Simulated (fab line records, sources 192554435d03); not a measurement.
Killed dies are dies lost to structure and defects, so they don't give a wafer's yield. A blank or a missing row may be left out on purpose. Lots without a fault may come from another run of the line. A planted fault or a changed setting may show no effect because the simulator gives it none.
Chamber matching | flow n5_finfet | N5_BEOL_M8_ETCH_72 on rie_diel-05: 4 sister chambers
The step etches underlayer in N2/H2, target depth 6.5 nm, time 5.2 s. 4 wafers are shown with their chamber, then 10 later ones without.

WAFERS WITH THEIR CHAMBER
wafer  | chamber | showerhead_plenum_p_Torr (Torr)
L085.5 | 3       | 2.45
L089.3 | 1       | 2.63
L095.1 | 0       | 2.67
L095.4 | 2       | 2.55

WAFERS WITHOUT THEIR CHAMBER
wafer  | showerhead_plenum_p_Torr (Torr)
L095.5 | 2.62
L093.3 | 2.55
L093.4 | 2.67
L093.6 | 2.62
L094.1 | 2.62
L094.4 | 2.44
L094.6 | 2.44
L096.3 | 2.67
L096.4 | 2.55
L096.6 | 2.55

WHICH CHAMBER EACH WENT THROUGH
wafer  | from the rows above | in truth
L095.5 | 1                   | 1
L093.3 | 2                   | 2
L093.4 | 0                   | 0
L093.6 | 1                   | 1
L094.1 | 1                   | 1
L094.4 | 3                   | 3
L094.6 | 3                   | 3
L096.3 | 0                   | 0
L096.4 | 2                   | 2
L096.6 | 2                   | 2
Placed correctly: 10 of 10. Can't be placed from these rows: 0. Placed wrongly: 0.
How it was worked out, from the rows above alone: a wafer's distance from a chamber is the root of the sum, over the readings, of the square of ((its reading less the chamber's mean) divided by the reading's scatter). The wafer belongs to the nearest chamber; if the next one is less than 2 further off, it can't be placed. A chamber's mean is the mean of its shown wafers. The scatter: with one shown wafer a chamber, the root of the mean of the squares of how far each hidden wafer lies from its nearest shown one.
